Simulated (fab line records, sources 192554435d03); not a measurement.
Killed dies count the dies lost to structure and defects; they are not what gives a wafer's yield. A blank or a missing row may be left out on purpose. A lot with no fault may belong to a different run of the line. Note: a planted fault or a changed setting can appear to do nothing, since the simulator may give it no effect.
Chamber matching | flow n5_finfet | 4 sister chambers for N5_STI_FIN_REVEAL_ETCH_34 on rie_si-02
The step etches Si in H2, material Si, target depth 0.97 nm. 14 wafers are shown with their chamber, then 7 later ones without.

== EACH WAFER AND ITS CHAMBER ==
wafer  | chamber | drypump_motor_current_A (A) | throttle_valve_pct (%) | oes_product_au (a.u.)
L075.2 | 1       | 5.8                         | 26.13                  | 0.999
L075.4 | 3       | 5.6                         | 25.66                  | 0.964
L075.6 | 2       | 5.0                         | 26.00                  | 1.010
L080.1 | 0       | 5.4                         | 25.95                  | 1.018
L080.2 | 2       | 5.0                         | 26.00                  | 1.015
L080.5 | 3       | 5.6                         | 25.65                  | 0.963
L082.3 | 1       | 5.8                         | 26.14                  | 0.987
L082.5 | 2       | 5.0                         | 26.02                  | 1.021
L082.6 | 3       | 5.6                         | 25.67                  | 0.964
L083.1 | 0       | 5.5                         | 25.95                  | 1.027
L083.5 | 0       | 5.5                         | 25.94                  | 1.029
L083.6 | 1       | 5.8                         | 26.13                  | 0.994
L091.1 | 1       | 5.8                         | 26.13                  | 0.984
L091.3 | 3       | 5.6                         | 25.68                  | 0.956

SIGNATURES, as means of the wafers listed above
reading                 | chamber 0 | chamber 1 | chamber 2 | chamber 3 | scatter within a chamber
drypump_motor_current_A | 5.467     | 5.800     | 5.000     | 5.600     | 0.0258
throttle_valve_pct      | 25.9467   | 26.1325   | 26.0067   | 25.6650   | 0.00953
oes_product_au          | 1.02467   | 0.99100   | 1.01533   | 0.96175   | 0.00559
Rule: for each reading, subtract the chamber's mean from the wafer's reading, divide by that reading's scatter and square the result; add these up over the readings and take the root, which gives the wafer's distance from the chamber. If the next closest chamber is less than 2 further off than the closest, the wafer can't be placed; otherwise it belongs to the closest. The scatter: the root of (the sum of the squares of (reading less its chamber's mean) over the shown wafers, divided by (wafers less chambers)).

== WAFERS WHOSE CHAMBER IS MISSING ==
wafer  | drypump_motor_current_A (A) | throttle_valve_pct (%) | oes_product_au (a.u.)
L091.4 | 5.4                         | 25.96                  | 1.016
L094.1 | 5.6                         | 25.65                  | 0.953
L094.2 | 5.8                         | 26.14                  | 0.986
L094.6 | 5.6                         | 25.66                  | 0.955
L096.1 | 5.5                         | 25.67                  | 0.964
L096.3 | 5.5                         | 25.97                  | 1.037
L096.6 | 5.4                         | 25.96                  | 1.027

== THE CHAMBER EACH PASSED THROUGH ==
wafer  | from the rows above | in truth
L091.4 | 0                   | 0
L094.1 | 3                   | 3
L094.2 | 1                   | 1
L094.6 | 3                   | 3
L096.1 | 3                   | 3
L096.3 | 0                   | 0
L096.6 | 0                   | 0
Placed correctly: 7 of 7. Not placeable from these rows: 0. Wrongly placed: 0.
